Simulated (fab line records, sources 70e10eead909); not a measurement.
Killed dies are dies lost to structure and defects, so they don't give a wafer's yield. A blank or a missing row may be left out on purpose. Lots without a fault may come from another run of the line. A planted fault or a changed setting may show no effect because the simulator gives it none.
Which tool did it? | flow nand_harc | 24 lots, 72 wafers sampled, at 3 steps of a route of 1302

WHAT THE GAUGES READ, wafer by wafer
NHARC_A_ONON_D1_THK_MEAS_21: measures by ellipsometry. Usual: thk_nm 999 nm, standard deviation 10.
lot  | measured     | on            | thk_nm (nm)    | flag
L074 | day 8 03:40  | film_metro-02 | 1010 1011 1010 |
L075 | day 8 15:09  | film_metro-02 | 989 990 990    |
L076 | day 9 02:33  | film_metro-02 | 1015 1014 1014 |
L077 | day 9 11:05  | film_metro-02 | 991 993 993    |
L078 | day 9 19:34  | film_metro-02 | 1012 1013 1012 |
L079 | day 10 07:01 | film_metro-01 | 987 987 987    |
L080 | day 10 21:52 | film_metro-01 | 991 993 992    |
L081 | day 11 02:29 | film_metro-01 | 988 987 986    |
L082 | day 11 18:50 | film_metro-02 | 982 984 983    |
L083 | day 12 07:41 | film_metro-02 | 989 991 990    |
L084 | day 12 17:32 | film_metro-02 | 988 988 988    |
L085 | day 12 23:01 | film_metro-02 | 985 987 987    |
L086 | day 13 07:28 | film_metro-01 | 1014 1014 1015 |
L088 | day 14 12:04 | film_metro-01 | 1007 1008 1008 |
L087 | day 14 11:55 | film_metro-02 | 998 997 997    |
L089 | day 14 12:16 | film_metro-01 | 1001 1001 1003 |
L090 | day 14 22:59 | film_metro-02 | 1001 1002 1005 |
L091 | day 15 13:35 | film_metro-01 | 1000 998 998   |
L092 | day 16 05:46 | film_metro-01 | 1008 1008 1007 |
L093 | day 16 05:46 | film_metro-02 | 1020 1019 1018 |
L094 | day 16 17:21 | film_metro-01 | 999 999 1000   |
L095 | day 16 17:22 | film_metro-01 | 1007 1006 1006 |
L096 | day 17 13:17 | film_metro-02 | 994 993 992    |
L097 | day 18 04:17 | film_metro-01 | 993 994 995    |

NHARC_A_ONON_D1_THK_MEAS_27: measures by ellipsometry. Usual: thk_nm 996 nm, standard deviation 13.
lot  | measured     | on            | thk_nm (nm)    | flag
L074 | day 8 04:49  | film_metro-01 | 1001 1001 1001 |
L075 | day 8 16:17  | film_metro-02 | 981 983 983    |
L076 | day 9 03:41  | film_metro-02 | 982 981 983    |
L077 | day 9 12:13  | film_metro-02 | 1011 1011 1011 |
L078 | day 9 20:43  | film_metro-01 | 997 999 998    |
L079 | day 10 08:09 | film_metro-01 | 996 999 998    |
L080 | day 10 23:00 | film_metro-01 | 1005 1006 1005 |
L081 | day 11 03:37 | film_metro-02 | 1005 1006 1005 |
L082 | day 11 19:59 | film_metro-02 | 995 995 994    |
L083 | day 12 08:50 | film_metro-02 | 979 978 979    |
L084 | day 12 18:40 | film_metro-02 | 988 988 988    |
L085 | day 13 00:08 | film_metro-02 | 975 977 977    |
L086 | day 13 08:37 | film_metro-02 | 990 989 988    |
L088 | day 14 13:11 | film_metro-02 | 973 976 976    |
L087 | day 14 13:05 | film_metro-01 | 1001 1002 1002 |
L089 | day 14 13:25 | film_metro-02 | 993 993 992    |
L090 | day 15 00:07 | film_metro-02 | 1016 1015 1013 |
L091 | day 15 14:43 | film_metro-02 | 1019 1020 1022 |
L092 | day 16 07:08 | film_metro-01 | 995 995 996    |
L093 | day 16 06:53 | film_metro-02 | 984 984 986    |
L094 | day 16 18:29 | film_metro-01 | 989 989 991    |
L095 | day 16 18:41 | film_metro-01 | 1003 1004 1003 |
L096 | day 17 14:25 | film_metro-02 | 1027 1027 1027 |
L097 | day 18 05:25 | film_metro-02 | 996 994 996    |

WHICH TOOL RAN EACH LOT (tool, then ch and the chambers of the sampled wafers, then the start)
lot  | NHARC_P_BONDPAD_ETCH_24
L074 | rie_diel-09 ch 0,1, day 8 03:40 or earlier
L075 | rie_diel-06 ch 0,2,3, day 8 15:09 or earlier
L076 | rie_diel-09 ch 0,1,3, day 9 02:33 or earlier
L077 | rie_diel-01 ch 0,2,3, day 9 11:05 or earlier
L078 | rie_diel-06 ch 0,2,3, day 8 07:18
L079 | rie_diel-06 ch 0,2,3, day 8 16:59
L080 | rie_diel-09 ch 0,2,3, day 10 21:52 or earlier
L081 | rie_diel-06 ch 0,1, day 11 02:29 or earlier
L082 | rie_diel-06 ch 0,2,3, day 11 18:50 or earlier
L083 | rie_diel-06 ch 0,1,3, day 12 07:41 or earlier
L084 | rie_diel-01 ch 1,2,3, day 12 17:32 or earlier
L085 | rie_diel-01 ch 0,1,3, day 12 23:01 or earlier
L086 | rie_diel-06 ch 2,3, day 13 07:28 or earlier
L088 | rie_diel-06 ch 1,2,3, day 14 12:04 or earlier
L087 | rie_diel-09 ch 1,3, day 12 21:28
L089 | rie_diel-01 ch 1,2,3, day 12 22:56
L090 | rie_diel-01 ch 0,1, day 14 22:59 or earlier
L091 | rie_diel-01 ch 1,3, day 15 13:35 or earlier
L092 | rie_diel-06 ch 0,2, day 16 05:46 or earlier
L093 | rie_diel-01 ch 0,1,3, day 14 19:33
L094 | rie_diel-09 ch 0,1,3, day 16 17:21 or earlier
L095 | rie_diel-01 ch 0,2,3, day 16 17:22 or earlier
L096 | rie_diel-01 ch 0,2,3, day 17 13:17 or earlier
L097 | rie_diel-09 ch 0,1,3, day 18 04:17 or earlier
- NHARC_P_BONDPAD_ETCH_24: etches the open film in CF4/N2, target depth 30 nm, time 72.99 s.

WHAT THE TOOLS THEMSELVES READ (means of the sampled wafers that have a number; where no wafer has one, the mark that the record gives instead)
NHARC_P_BONDPAD_ETCH_24. Usual: drypump_motor_current_A 5.8 A, standard deviation 0.43; oes_product_au 0.996 a.u., standard deviation 0.014; rf_vpp_V 315.0 V, standard deviation 1.8; showerhead_plenum_p_Torr 2.67 Torr, standard deviation 0.094; throttle_valve_pct 19.794 %, standard deviation 0.0092.
lot  | tool        | drypump_motor_current_A (A) | oes_product_au (a.u.) | rf_vpp_V (V) | showerhead_plenum_p_Torr (Torr) | throttle_valve_pct (%) | flag
L074 | rie_diel-09 | 5.6                         | 1.006                 | 317.4        | 2.81                            | 19.789                 |
L075 | rie_diel-06 | 6.0                         | 0.990                 | 315.6        | 2.68                            | 19.795                 |
L076 | rie_diel-09 | 5.8                         | 0.988                 | 316.9        | 2.78                            | 19.791                 |
L077 | rie_diel-01 | 5.5                         | 1.009                 | 313.6        | 2.60                            | 19.790                 |
L078 | rie_diel-06 | 6.0                         | 0.988                 | 315.2        | 2.68                            | 19.793                 |
L079 | rie_diel-06 | 6.0                         | 0.982                 | 315.1        | 2.68                            | 19.796                 |
L080 | rie_diel-09 | 5.7                         | 0.997                 | 316.4        | 2.73                            | 19.783                 |
L081 | rie_diel-06 | 5.3                         | 0.990                 | 314.9        | 2.65                            | 19.795                 |
L082 | rie_diel-06 | 6.0                         | 0.982                 | 315.0        | 2.68                            | 19.801                 |
L083 | rie_diel-06 | 5.8                         | 0.988                 | 314.4        | 2.64                            | 19.795                 |
L084 | rie_diel-01 | 5.8                         | 1.003                 | 315.1        | 2.67                            | 19.800                 |
L085 | rie_diel-01 | 5.7                         | 1.008                 | 314.8        | 2.59                            | 19.800                 |
L086 | rie_diel-06 | 6.3                         | 1.006                 | 313.5        | 2.64                            | 19.795                 |
L088 | rie_diel-06 | 5.8                         | 0.987                 | 313.9        | 2.65                            | 19.797                 |
L087 | rie_diel-09 | 5.7                         | 1.002                 | 316.3        | 2.76                            | 19.785                 |
L089 | rie_diel-01 | 5.8                         | 0.992                 | 315.1        | 2.67                            | 19.799                 |
L090 | rie_diel-01 | 5.6                         | 1.011                 | 313.0        | 2.54                            | 19.802                 |
L091 | rie_diel-01 | 5.9                         | 0.995                 | 315.1        | 2.67                            | 19.798                 |
L092 | rie_diel-06 | 5.7                         | 0.999                 | 316.0        | 2.73                            | 19.788                 |
L093 | rie_diel-01 | 5.7                         | 1.007                 | 313.3        | 2.59                            | 19.790                 |
L094 | rie_diel-09 | 5.8                         | 0.988                 | 316.4        | 2.77                            | 19.793                 |
L095 | rie_diel-01 | 5.6                         | 1.004                 | 313.6        | 2.60                            | 19.802                 |
L096 | rie_diel-01 | 5.5                         | 0.995                 | 313.6        | 2.60                            | 19.794                 |
L097 | rie_diel-09 | 5.8                         | 1.006                 | 317.2        | 2.77                            | 19.800                 |

THE ANSWER, worked out from the rows above alone
Rule: a lot is off if the mean of its wafers that have a number lies more than 3 standard deviations from the usual mean. A lot without any number at a reading at which 4 lots or more have one is off too. The other lots that the step has rows for count as sound. The gauges are gone through in route order, then the tools' own readings, and for those a lot's mean is taken as printed above. The first step at which some lot is off is used, and at that step the reading that is off furthest; a lot without a number counts as furthest.
No lot is off at any reading shown: from this, nothing can be told.

WHAT THE SIMULATOR HAD PUT IN
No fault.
